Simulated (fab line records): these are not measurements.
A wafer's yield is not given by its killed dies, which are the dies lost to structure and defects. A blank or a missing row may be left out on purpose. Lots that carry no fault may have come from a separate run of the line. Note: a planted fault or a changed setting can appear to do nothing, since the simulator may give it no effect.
A lot that was struck, set against a sound lot	flow nand_harc	39 steps out of a route of 1302
Sound: the wafers L449.1, L449.2, L449.3. Wafers L457.3, L457.4, L457.5 were the ones struck. At the end, the cause is stated.
Order at every step that has rows: each side's tool, ch and its chambers, its first start. Under that, the readings that differ: sound wafers	struck wafers	difference of the means	sigmas: that difference in standard deviations of wafers without a fault.
alike: readings with means less than 2 such deviations apart, plus words and numbers identical on both sides. not compared: withheld readings, readings lacking a value on some wafer, bounds such as >300 that could conceal the same value, and numbers that have no deviation in the record and whose values overlap.
Wherever a step has rows on one side only, a row that says differs or no value, or a row with sigmas, the two part there. Non-overlapping numbers with no deviation appear without sigmas and do not part them. Lack of a reading on every wafer of one side parts them only where that side has two or more wafers.

first, 4 steps without rows for these wafers: NHARC_P_BONDPAD_EBR_05; NHARC_P_BONDPAD_EXPOSE_06 (exposes mask P BPAD); NHARC_P_BONDPAD_PEB_07 (peb time 80 s); NHARC_P_BONDPAD_DEVELOP_08 (time 50 s).
NHARC_P_BONDPAD_CD_MEAS_09: the cd target is 500 nm.
  sound on cd_sem-02 ch 0, day 8 01:35; struck on cd_sem-03 ch 0, day 11 16:52
  alike: cd_nm
NHARC_P_BONDPAD_OVL_MEAS_38:
  sound on overlay-01, day 8 01:40; struck on overlay-02, day 11 16:58
  alike: overlay_x_nm, overlay_y_nm
then, 4 steps without rows for these wafers: NHARC_P_BONDPAD_HARDBAKE_10 (time 65 s); NHARC_P_BONDPAD_DESCUM_11 (chemistry O2, time 3 s); NHARC_P_BONDPAD_ETCH_37 (etches the open film in N2/H2, target depth 60 nm, overetch 18 nm, time 65.91 s); NHARC_P_BONDPAD_ETCH_12 (etches the open film in CHF3/O2, target depth 200 nm, time 100 s).
NHARC_P_BONDPAD_CD_MEAS_13:
  sound on cd_sem-01, day 8 02:07; struck on cd_sem-03, day 11 17:24
  alike: cd_nm
NHARC_P_BONDPAD_STRIP_15: strips in O2.
  sound on rie_diel-03 ch 0,2,3, day 8 02:11; struck on rie_diel-13 ch 0,1,3, day 11 17:29
  alike: drypump_motor_current_A, oes_product_au, rf_vpp_V, showerhead_plenum_p_Torr, throttle_valve_pct
  not compared: rf_hours_counter_h
NHARC_P_BONDPAD_ETCH_24: etches the open film in CF4/N2, target depth 30 nm, time 72.99 s.
  sound on rie_diel-03 ch 1,2,3, day 8 02:20; struck on rie_diel-13 ch 0,1,2, day 11 17:37
  alike: bias_w, drypump_motor_current_A, oes_product_au, rf_vpp_V, showerhead_plenum_p_Torr, throttle_valve_pct
  not compared: rf_hours_counter_h
then, 1 step without rows for these wafers: NHARC_P_BONDPAD_STRIP_16 (strips in post etch residue remover, time 600 s).
NHARC_P_BONDPAD_DEGAS_25: time 60 s.
  sound on pvd_sputter-01, day 8 02:44; struck on pvd_sputter-03, day 11 18:01
  alike: heater_power_w, susceptor_temp_C
then, 1 step without rows for these wafers: NHARC_P_BONDPAD_PRE_CLEAN_26 (time 30 s).
NHARC_P_BONDPAD_PVD_17: deposits TaN, target thk 5 nm, time 8.06 s.
  sound on pvd_sputter-01; struck on pvd_sputter-03
  alike: bias_v, throttle_valve_pct
then, 2 steps without rows for these wafers: NHARC_P_BONDPAD_PVD_27 (deposits Cu, target thk 30 nm, time 20.49 s); NHARC_P_BONDPAD_ECD_18 (material Cu, target thk 400 nm).
NHARC_P_BONDPAD_ANNEAL_28: time 90 s.
  sound on rtp_anneal-01 ch 0, day 8 03:29; struck on rtp_anneal-01 ch 0, day 11 18:52
  alike: wafer_temp_C_max
then, 1 step without rows for these wafers: NHARC_P_BONDPAD_CMP_19 (polishes, t overpolish 30 s, cu recess touch 16 s, target thk 160.81 nm).
NHARC_P_BONDPAD_THK_MEAS_20: measures by xrf.
  sound on film_metro-02, day 8 04:09; struck on film_metro-02, day 11 19:25
  alike: thk_nm
then, 1 step without rows for these wafers: NHARC_P_BONDPAD_SRD_21 (time 30 s, dry time 20 s).
NHARC_P_BONDPAD_ACTIVATE_29: chemistry N2, time 60 s.
  sound on rie_diel-08 ch 0,1,2, day 8 04:27; struck on rie_diel-13 ch 0,2,3, day 11 19:43
  alike: drypump_motor_current_A, oes_product_au, rf_vpp_V, showerhead_plenum_p_Torr
  not compared: rf_hours_counter_h
then, 13 steps without rows for these wafers: NHARC_P_BONDPAD_PRECLEAN_30 (cleans in DIW, time 300 s); NHARC_P_BONDPAD_SRD_31 (time 30 s, dry time 20 s); NHARC_A_ZERO_WELL_PRECLEAN_00 (cleans in SPM, time 600 s); NHARC_A_ZERO_WELL_SRD_01; NHARC_A_ZERO_WELL_DEHYDRATE_02 (time 120 s); NHARC_A_ZERO_WELL_HMDS_03 (time 30 s); NHARC_A_ZERO_WELL_COAT_18 (time 65 s); NHARC_A_ZERO_WELL_COAT_04 (resist thk 600 nm); NHARC_A_ZERO_WELL_SOFTBAKE_05 (time 70 s); NHARC_A_ZERO_WELL_EBR_06; NHARC_A_ZERO_WELL_EXPOSE_07 (exposes mask A ZERO); NHARC_A_ZERO_WELL_PEB_08 (peb time 80 s); NHARC_A_ZERO_WELL_DEVELOP_09 (time 50 s).
NHARC_A_ZERO_WELL_CD_MEAS_10: the cd target is 2000 nm.
  sound on cd_sem-03 ch 0, day 8 05:43; struck on cd_sem-02 ch 0, day 11 21:08
  alike: cd_nm
-- break in the record here, with 17 days between the starts of the struck wafers on either side (left off in module A_ZERO_WELL, picked up again in module END, where the first step shown is number 1302 on the route) --
NHARC_END_SORT_01:
  sound on prober-01 ch 0, day 25 15:11; struck on prober-01 ch 0, day 29 07:25
reading	sound	struck	difference	sigmas
killed_at_periphery	1 2 6	33 53 69	+49	+22
  alike: defect_limited_yield, killed_at_array, killed_at_other, killed_dies, killed_open, killed_short

== WHERE THEY PART ==
At NHARC_END_SORT_01 and nowhere else, as far as this record goes.

WHY: what had been put in by the simulator
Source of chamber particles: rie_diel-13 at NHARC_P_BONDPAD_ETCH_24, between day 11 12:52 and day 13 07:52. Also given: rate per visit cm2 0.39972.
